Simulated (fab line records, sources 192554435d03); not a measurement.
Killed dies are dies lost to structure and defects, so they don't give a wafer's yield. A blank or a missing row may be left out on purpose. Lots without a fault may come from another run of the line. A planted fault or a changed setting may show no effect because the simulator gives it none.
A struck lot beside a sound one | flow n5_finfet | 25 steps out of a route of 1938
Sound: wafers L231.1, L231.4, L231.5. Struck: wafers L238.2, L238.3, L238.5. The cause comes at the end.
At each step with rows: each side's tool, then ch and its chambers, then its first start. Under that, the readings that differ: sound wafers | struck wafers | difference of the means | sigmas: that difference in standard deviations of wafers without a fault.
alike: readings whose means differ by less than 2 such deviations, and words and numbers that are the same on both sides. not compared: withheld readings, readings that some wafer has no value for, bounds like >300 that may hide the same value, and numbers for which the record gives no deviation and whose values overlap.
The two part at a step that has a row with sigmas, a row that says differs or no value, or rows on one side only. Numbers that don't overlap but have no deviation are shown without sigmas and don't part them. A reading that every wafer of one side lacks parts them only if that side has two wafers or more.

first, 11 steps without rows for these wafers: N5_MOL_CONTACT_COAG_ETCHBACK_135 (etches SiO2 in CHF3, target depth 25 nm, time 16.7 s); N5_MOL_CONTACT_COAG_STRIP_118 (strips in CHF3); N5_MOL_CONTACT_COAG_VIA_ETCH_46 (etches SiO2 in C4F6/O2, target depth 46 nm, overetch 9.2 nm, time 40 s); N5_MOL_CONTACT_COAG_STRIP_96 (strips in N2/H2); N5_MOL_CONTACT_COAG_ETCH_47 (etches SiNx in CH3F/O2, stops on W, target depth 27 nm); N5_MOL_CONTACT_COAG_STRIP_119 (strips in N2/H2, time 30 s); N5_MOL_CONTACT_COAG_PRECLEAN_144 (cleans in alkaline clean, time 60 s); N5_MOL_CONTACT_COAG_SRD_145 (time 30 s); N5_MOL_CONTACT_COAG_COAT_62 (time 60 s, resist thk 60 nm); N5_MOL_CONTACT_COAG_COAT_63 (time 60 s, resist thk 10 nm); N5_MOL_CONTACT_COAG_COAT_64 (time 60 s, resist thk 10 nm).
N5_MOL_CONTACT_COAG_COAT_34: resist thk 40 nm.
  sound on litho_track-02 ch 0, day 7 02:01; struck on litho_track-02 ch 0, day 9 05:03
  reading                                               | sound                | struck               | difference | sigmas
  spin_speed_rpm (rpm)                                  | 1500.9 1499.8 1500.8 | 1429.6 1429.1 1430.0 | -70.9      | -93
  model.CAR-EUV_of_MOL_CONTACT_COAG_COAT_34.thk_nm (nm) | 40 40.2 40.2         | 41.2 41 41           | +0.9       |
then, 9 steps without rows for these wafers: N5_MOL_CONTACT_COAG_EBR_36; N5_MOL_CONTACT_COAG_SOFTBAKE_35 (time 60 s); N5_MOL_CONTACT_COAG_EXPOSE_37 (exposes mask VD, defocus 0 nm); N5_MOL_CONTACT_COAG_PEB_38 (peb time 60 s); N5_MOL_CONTACT_COAG_DEVELOP_39 (develop time 30 s); N5_MOL_CONTACT_COAG_DESCUM_45 (chemistry O2, time 7 s); N5_MOL_CONTACT_COAG_ETCH_65 (etches underlayer in N2/H2, target depth 13 nm, time 10.4 s); N5_MOL_CONTACT_COAG_ETCH_66 (etches SiARC in CF4, target depth 13 nm, time 21.7 s); N5_MOL_CONTACT_COAG_ALD_133 (deposits SiO2, target thk 5 nm, pulse time 1 s, co reactant pulse time 1 s).
N5_MOL_CONTACT_COAG_ETCHBACK_134: etches SiO2 in CHF3, target depth 10 nm, time 6.7 s.
  sound on rie_diel-04 ch 0,1,2, day 7 03:19; struck on rie_diel-02 ch 0,3, day 9 05:46
  reading                                               | sound          | struck         | difference | sigmas
  model.CAR-EUV_of_MOL_CONTACT_COAG_COAT_34.thk_nm (nm) | 15.6 15.8 15.8 | 16.6 16.4 16.6 | +0.8       |
  alike: chamber_pressure_mTorr, drypump_motor_current_A, oes_product_au, rf_vpp_V, showerhead_plenum_p_Torr, throttle_valve_pct
  not compared: rf_hours_counter_h
then, 1 step without rows for these wafers: N5_MOL_CONTACT_COAG_ETCH_67 (etches SOC in N2/H2, target depth 60 nm, overetch 21 nm, time 101.2 s).
-- the record jumps here: 3 days lie between the struck wafers' starts before and after (it left off in module MOL_CONTACT_COAG and takes up again in module BEOL_M4, whose first step shown is number 1111 of the route) --
N5_BEOL_M4_RC_MEAS_101:
  sound on prober-01 ch 0, day 9 21:38; struck on prober-02 ch 0, day 12 01:05
  alike: DIBL_N, DIBL_P, IOFF_N, IOFF_P, ION_N, ION_P, SS_N, SS_P, VT_N, VT_P
-- the record jumps here: 4 days lie between the struck wafers' starts before and after (it left off in module BEOL_M4 and takes up again in module PASSIVATION, whose first step shown is number 1936 of the route) --
N5_PASSIVATION_PROBE_49:
  the record has rows for the struck wafers here (prober-02, day 16 08:21) and none for the sound ones

WHERE THEY PART
First at N5_MOL_CONTACT_COAG_COAT_34; last, within this record, at N5_PASSIVATION_PROBE_49.

WHY: what the simulator had put in
Process parameter drift: litho_track-02, from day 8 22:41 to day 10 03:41, at N5_MOL_CONTACT_COAG_COAT_34. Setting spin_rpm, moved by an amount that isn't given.
